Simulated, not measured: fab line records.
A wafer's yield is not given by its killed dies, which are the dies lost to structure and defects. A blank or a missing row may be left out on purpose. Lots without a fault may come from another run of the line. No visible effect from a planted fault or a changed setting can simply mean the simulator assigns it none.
Chamber matching -- flow n5_finfet -- N5_BEOL_M11_DESCUM_33 on rie_diel-02: 4 sister chambers
The step chemistry O2, time 7.9 s. 8 wafers are shown with their chamber, then 12 later ones without.

EACH WAFER AND ITS CHAMBER
wafer,chamber,drypump_motor_current_A (A),showerhead_plenum_p_Torr (Torr)
L082.2,0,5.6,2.05
L082.3,3,5.8,2.01
L088.1,3,5.8,2.00
L088.2,1,6.4,2.12
L088.4,2,6.0,2.17
L093.1,0,5.6,2.04
L093.2,1,6.3,2.12
L093.3,2,6.0,2.17

WAFERS WITHOUT THEIR CHAMBER
wafer,drypump_motor_current_A (A),showerhead_plenum_p_Torr (Torr)
L093.4,5.8,2.00
L093.5,6.1,2.17
L093.6,6.3,2.12
L095.4,6.3,2.12
L095.5,6.3,2.12
L095.6,6.0,2.16
L096.1,6.4,2.11
L096.2,5.7,2.04
L096.3,6.0,2.16
L096.4,5.8,2.00
L096.5,5.8,2.00
L096.6,5.7,2.04

CHAMBER TAKEN BY EACH
wafer,from the rows above,in truth
L093.4,3,3
L093.5,2,2
L093.6,1,1
L095.4,1,1
L095.5,1,1
L095.6,2,2
L096.1,1,1
L096.2,0,0
L096.3,2,2
L096.4,3,3
L096.5,3,3
L096.6,0,0
Correctly placed: 12 of 12. From these rows, 0 cannot be placed. Wrongly placed: 0.
How it was worked out, from the rows above alone: a wafer's distance from a chamber is the root of the sum, over the readings, of the square of ((its reading less the chamber's mean) divided by the reading's scatter). The wafer belongs to the nearest chamber; if the next one is less than 2 further off, it can't be placed. Each chamber's mean is taken over the wafers shown for it. The scatter: the root of (the sum of the squares of (reading less its chamber's mean) over the shown wafers, divided by (wafers less chambers)).
